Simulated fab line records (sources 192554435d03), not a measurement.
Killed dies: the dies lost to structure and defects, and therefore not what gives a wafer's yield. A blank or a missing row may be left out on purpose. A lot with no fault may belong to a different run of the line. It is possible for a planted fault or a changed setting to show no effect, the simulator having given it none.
Matching of chambers :: flow n5Finfet :: rieDiel-02 running N5_FIN_SAQP_STRIP_77: 3 sister chambers
The step strips in N2/H2, time 90 s. 14 wafers are shown with their chamber, then 5 later ones without.

## EACH WAFER AND ITS CHAMBER
wafer: L074.1
chamber: 0
showerheadPlenumPTorr (Torr): 3.50
oesProductAu (a.u.): 0.74
throttleValvePct (%): 12.5

wafer: L074.5
chamber: 1
showerheadPlenumPTorr (Torr): 3.43
oesProductAu (a.u.): 0.84
throttleValvePct (%): 12.4

wafer: L074.6
chamber: 2
showerheadPlenumPTorr (Torr): 3.55
oesProductAu (a.u.): 0.75
throttleValvePct (%): 12.5

wafer: L079.1
chamber: 2
showerheadPlenumPTorr (Torr): 3.55
oesProductAu (a.u.): 0.73
throttleValvePct (%): 12.6

wafer: L079.3
chamber: 1
showerheadPlenumPTorr (Torr): 3.42
oesProductAu (a.u.): 0.80
throttleValvePct (%): 12.4

wafer: L079.4
chamber: 0
showerheadPlenumPTorr (Torr): 3.50
oesProductAu (a.u.): 0.73
throttleValvePct (%): 12.5

wafer: L081.2
chamber: 2
showerheadPlenumPTorr (Torr): 3.54
oesProductAu (a.u.): 0.74
throttleValvePct (%): 12.6

wafer: L081.3
chamber: 0
showerheadPlenumPTorr (Torr): 3.50
oesProductAu (a.u.): 0.72
throttleValvePct (%): 12.5

wafer: L081.5
chamber: 2
showerheadPlenumPTorr (Torr): 3.54
oesProductAu (a.u.): 0.73
throttleValvePct (%): 12.6

wafer: L083.3
chamber: 1
showerheadPlenumPTorr (Torr): 3.42
oesProductAu (a.u.): 0.80
throttleValvePct (%): 12.4

wafer: L083.4
chamber: 2
showerheadPlenumPTorr (Torr): 3.54
oesProductAu (a.u.): 0.73
throttleValvePct (%): 12.6

wafer: L083.5
chamber: 2
showerheadPlenumPTorr (Torr): 3.54
oesProductAu (a.u.): 0.72
throttleValvePct (%): 12.6

wafer: L086.1
chamber: 2
showerheadPlenumPTorr (Torr): 3.54
oesProductAu (a.u.): 0.72
throttleValvePct (%): 12.6

wafer: L086.2
chamber: 1
showerheadPlenumPTorr (Torr): 3.42
oesProductAu (a.u.): 0.80
throttleValvePct (%): 12.5

SIGNATURES (means of the wafers above)
reading: showerheadPlenumPTorr
chamber 0: 3.5000
chamber 1: 3.4225
chamber 2: 3.5429
scatter within a chamber: 0.00445

reading: oesProductAu
chamber 0: 0.7300
chamber 1: 0.8100
chamber 2: 0.7314
scatter within a chamber: 0.0138

reading: throttleValvePct
chamber 0: 12.500
chamber 1: 12.425
chamber 2: 12.586
scatter within a chamber: 0.0382
Rule: for a wafer and a chamber, the distance is found by dividing, reading by reading, the gap between the wafer's reading and the chamber's mean by the reading's scatter, squaring, summing and taking the root. The wafer belongs to the nearest chamber; if the next one is less than 2 further off, it can't be placed. How the scatter is found: for the shown wafers, subtract from each reading the mean of its chamber, square and add these, divide the total by (wafers less chambers), then take the root.

## WAFERS WITH NO CHAMBER GIVEN
wafer: L086.3
showerheadPlenumPTorr (Torr): 3.49
oesProductAu (a.u.): 0.72
throttleValvePct (%): 12.6

wafer: L087.2
showerheadPlenumPTorr (Torr): 3.49
oesProductAu (a.u.): 0.71
throttleValvePct (%): 12.6

wafer: L087.4
showerheadPlenumPTorr (Torr): 3.54
oesProductAu (a.u.): 0.73
throttleValvePct (%): 12.6

wafer: L096.1
showerheadPlenumPTorr (Torr): 3.40
oesProductAu (a.u.): 0.77
throttleValvePct (%): 12.5

wafer: L096.5
showerheadPlenumPTorr (Torr): 3.40
oesProductAu (a.u.): 0.76
throttleValvePct (%): 12.5

## CHAMBER TAKEN BY EACH
wafer: L086.3
from the rows above: 0
in truth: 0

wafer: L087.2
from the rows above: 0
in truth: 0

wafer: L087.4
from the rows above: 2
in truth: 2

wafer: L096.1
from the rows above: 1
in truth: 1

wafer: L096.5
from the rows above: 1
in truth: 1
Placed correctly: 5 of 5. Not placeable from these rows: 0. Number placed wrongly: 0.
